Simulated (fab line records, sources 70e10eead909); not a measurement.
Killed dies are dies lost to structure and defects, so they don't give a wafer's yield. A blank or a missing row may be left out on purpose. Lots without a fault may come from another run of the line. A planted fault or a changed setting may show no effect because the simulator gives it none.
Which tool did it? | flow nand_harc | 11 lots, 33 wafers sampled, at 6 steps of a route of 1302

WHAT THE GAUGES READ, wafer by wafer
NHARC_P_CONTACT_CD_MEAS_12: target cd 90 nm.
lot  | measured     | on        | cd_nm (nm)
L545 | day 5 19:29  | cd_sem-02 | 90.8 90.1 89.7
L546 | day 6 10:58  | cd_sem-03 | 90.5 90.6 90.2
L548 | day 7 02:17  | cd_sem-02 | 89.8 90.7 90.3
L547 | day 7 04:47  | cd_sem-02 | 88.9 88.6 89.3
L549 | day 7 14:29  | cd_sem-01 | 89.8 89.2 90.1
L554 | day 9 10:42  | cd_sem-03 | 89.9 90.6 90.4
L555 | day 10 03:11 | cd_sem-02 | 90.3 90.3 90.4
L556 | day 10 16:52 | cd_sem-02 | 89.3 89.5 89.8
L559 | day 12 01:43 | cd_sem-02 | 89.3 89.0 89.2
L564 | day 13 23:04 | cd_sem-01 | 89.5 89.7 89.7
L567 | day 14 23:47 | cd_sem-01 | 90.8 90.2 90.5

NHARC_P_M0_CD_MEAS_09: target cd 90 nm.
lot  | measured     | on        | cd_nm (nm)
L545 | day 5 23:41  | cd_sem-02 | 90.5 90.8 90.1
L546 | day 6 15:09  | cd_sem-01 | 89.4 89.9 89.6
L548 | day 7 06:43  | cd_sem-03 | 89.5 89.8 89.8
L547 | day 7 09:17  | cd_sem-03 | 89.0 89.2 89.7
L549 | day 7 18:38  | cd_sem-03 | 90.0 89.9 89.8
L554 | day 9 14:52  | cd_sem-03 | 90.3 90.7 90.4
L555 | day 10 07:25 | cd_sem-02 | 89.8 90.7 90.9
L556 | day 10 21:01 | cd_sem-02 | 90.5 90.4 90.1
L559 | day 12 05:53 | cd_sem-01 | 89.3 90.0 89.6
L564 | day 14 03:38 | cd_sem-03 | 90.4 89.5 82.5
L567 | day 15 03:58 | cd_sem-02 | 89.8 89.3 89.6

NHARC_END_SORT_01.
lot  | measured     | on        | defect_limited_yield (%) | killed_at_array | killed_at_other | killed_at_periphery | killed_dies | killed_open | killed_short | sort_bin_2_pct (%) | sort_bin_3_pct (%) | sort_bin_4_pct (%) | sort_n_pass | sort_rim_yield_pct (%) | sort_yield_pct (%)
L564 | day 32 09:09 | prober-01 | 92                       | 48              | 4               | 4                   | 56          | 1           | 1            | 3.4                | 0.3                | 4.6                | 621         | 89                     | 92

WHICH TOOL RAN EACH LOT (tool, then ch and the chambers of the sampled wafers, then the start)
lot  | NHARC_P_CONTACT_ETCH_36                       | NHARC_P_CONTACT_CVD_23                   | NHARC_P_M0_PEB_07
L545 | rie_diel-01 ch 2,3, day 5 23:37 or earlier    | cvd_w-02 ch 0,1, day 5 23:37 or earlier  | litho_track-01 ch 0, day 5 23:37
L546 | rie_diel-02 ch 0,1,3, day 6 15:04 or earlier  | cvd_w-01 ch 0,1, day 6 15:04 or earlier  | litho_track-04 ch 0, day 6 15:04
L548 | rie_diel-01 ch 2,3, day 7 06:38 or earlier    | cvd_w-02 ch 0,1, day 7 06:38 or earlier  | litho_track-04 ch 0, day 7 06:38
L547 | rie_diel-02 ch 1,3, day 7 09:12 or earlier    | cvd_w-01 ch 1, day 7 09:12 or earlier    | litho_track-04 ch 0, day 7 09:12
L549 | rie_diel-01 ch 0,1, day 7 18:34 or earlier    | cvd_w-01 ch 0,1, day 7 18:34 or earlier  | litho_track-04 ch 0, day 7 18:34
L554 | rie_diel-05 ch 0,1,2, day 9 14:47 or earlier  | cvd_w-02 ch 0,1, day 9 14:47 or earlier  | litho_track-01 ch 0, day 9 14:47
L555 | rie_diel-05 ch 0,3, day 10 07:20 or earlier   | cvd_w-02 ch 0,1, day 10 07:20 or earlier | litho_track-06 ch 0, day 10 07:20
L556 | rie_diel-01 ch 0,3, day 10 20:56 or earlier   | cvd_w-01 ch 0,1, day 10 20:56 or earlier | litho_track-06 ch 0, day 10 20:56
L559 | rie_diel-01 ch 0,2,3, day 12 05:49 or earlier | cvd_w-02 ch 0,1, day 12 05:49 or earlier | litho_track-01 ch 0, day 12 05:49
L564 | rie_diel-05 ch 0,2, day 14 03:33 or earlier   | cvd_w-01 ch 0,1, day 14 03:33 or earlier | litho_track-06 ch 0, day 14 03:33
L567 | rie_diel-02 ch 0,2,3, day 15 03:53 or earlier | cvd_w-01 ch 0,1, day 15 03:53 or earlier | litho_track-04 ch 0, day 15 03:53
- NHARC_P_CONTACT_ETCH_36: etches the open film in N2/H2, target depth 260 nm, time 406.25 s.
- NHARC_P_CONTACT_CVD_23: deposits W, target thk 200 nm, time 557 s.
- NHARC_P_M0_PEB_07: peb time 65 s.

WHAT THE TOOLS THEMSELVES READ (means of the sampled wafers that have a number; where no wafer has one, the mark that the record gives instead)
NHARC_P_CONTACT_ETCH_36.
lot  | tool        | chamber_pressure_mTorr (mTorr) | drypump_motor_current_A (A) | oes_product_au (a.u.) | rf_vpp_V (V) | showerhead_plenum_p_Torr (Torr) | throttle_valve_pct (%)
L545 | rie_diel-01 | 29.980                         | 6.1                         | 0.996                 | 430.0        | 2.00                            | 14.160
L546 | rie_diel-02 | 30.025                         | 5.8                         | 1.000                 | 430.6        | 2.06                            | 14.170
L548 | rie_diel-01 | 29.969                         | 5.6                         | 0.993                 | 428.3        | 1.97                            | 14.176
L547 | rie_diel-02 | 29.977                         | 5.4                         | 0.999                 | 433.5        | 2.12                            | 14.173
L549 | rie_diel-01 | 30.003                         | 5.6                         | 0.999                 | 429.4        | 2.01                            | 14.174
L554 | rie_diel-05 | 30.040                         | 5.6                         | 1.000                 | 431.8        | 2.12                            | 14.170
L555 | rie_diel-05 | 30.025                         | 5.2                         | 1.008                 | 432.7        | 2.09                            | 14.176
L556 | rie_diel-01 | 30.016                         | 5.8                         | 0.998                 | 428.9        | 1.98                            | 14.177
L559 | rie_diel-01 | 30.012                         | 5.7                         | 1.004                 | 428.3        | 1.98                            | 14.170
L564 | rie_diel-05 | 30.013                         | 5.7                         | 0.996                 | 432.6        | 2.09                            | 14.166
L567 | rie_diel-02 | 30.001                         | 5.8                         | 1.004                 | 429.3        | 2.00                            | 14.168

NHARC_P_CONTACT_CVD_23.
lot  | tool     | heater_power_w (W) | susceptor_temp_C (C) | throttle_valve_pct (%)
L545 | cvd_w-02 | 553                | -                    | 7.76
L546 | cvd_w-01 | 510                | 299.92               | 7.97
L548 | cvd_w-02 | 555                | 299.93               | 8.10
L547 | cvd_w-01 | 550                | 299.87               | 8.13
L549 | cvd_w-01 | 526                | -                    | 7.95
L554 | cvd_w-02 | 557                | 299.99               | 7.96
L555 | cvd_w-02 | 547                | 300.14               | 7.96
L556 | cvd_w-01 | 532                | 300.02               | 7.90
L559 | cvd_w-02 | 551                | -                    | 7.97
L564 | cvd_w-01 | 525                | 299.96               | 8.10
L567 | cvd_w-01 | 536                | 299.99               | 8.19

NHARC_P_M0_PEB_07.
lot  | tool           | chill_plate_temp_C (C) | heater_power_total_W (W)
L545 | litho_track-01 | 23.04                  | 156.5
L546 | litho_track-04 | 22.96                  | 156.9
L548 | litho_track-04 | 23.09                  | 156.5
L547 | litho_track-04 | 22.87                  | 157.0
L549 | litho_track-04 | 23.16                  | 156.8
L554 | litho_track-01 | 23.01                  | 156.9
L555 | litho_track-06 | 23.01                  | 156.8
L556 | litho_track-06 | 23.03                  | 156.9
L559 | litho_track-01 | 23.09                  | 156.5
L564 | litho_track-06 | 22.96                  | 162.7
L567 | litho_track-04 | 23.01                  | 156.6

THE ANSWER, worked out from the rows above alone
Rule: what is usual is taken from the lots themselves. Put in order of their means at a reading, lots are off if they are a third of the lots or fewer, leave a main group of 4 or more, and stand apart from it by a gap of 3 or more times the standard deviation of the main group's means; of several such gaps the widest counts. A main group whose means are all the same, to the digits that the tables above print for the reading, isn't used. A lot without any number at a reading at which 4 lots or more have one is off too. The other lots that the step has rows for count as sound. The gauges are gone through in route order, then the tools' own readings, and for those a lot's mean is taken as printed above. The first step at which some lot is off is used, and at that step the reading that is off furthest; a lot without a number counts as furthest.
Off: L564, at NHARC_P_M0_CD_MEAS_09 (cd_nm). The main group: mean 89.9 nm, standard deviation 0.42.
A tool fits if, at a process step before that reading, it ran every lot that is off, and no sound lot after the first of them. The gauges at NHARC_P_M0_CD_MEAS_09 aren't tried: what is off there is off at NHARC_P_M0_PEB_07 too, on other tools, and a gauge's error can't cause that. NHARC_P_CONTACT_ETCH_36 gives no start for some lots, so the hours and the order of its lots are those of NHARC_P_M0_PEB_07. NHARC_P_CONTACT_CVD_23 gives no start for some lots, so the hours and the order of its lots are those of NHARC_P_M0_PEB_07. Can't be told from this: 2 tools fit, rie_diel-05 at NHARC_P_CONTACT_ETCH_36, litho_track-06 at NHARC_P_M0_PEB_07.

WHAT THE SIMULATOR HAD PUT IN
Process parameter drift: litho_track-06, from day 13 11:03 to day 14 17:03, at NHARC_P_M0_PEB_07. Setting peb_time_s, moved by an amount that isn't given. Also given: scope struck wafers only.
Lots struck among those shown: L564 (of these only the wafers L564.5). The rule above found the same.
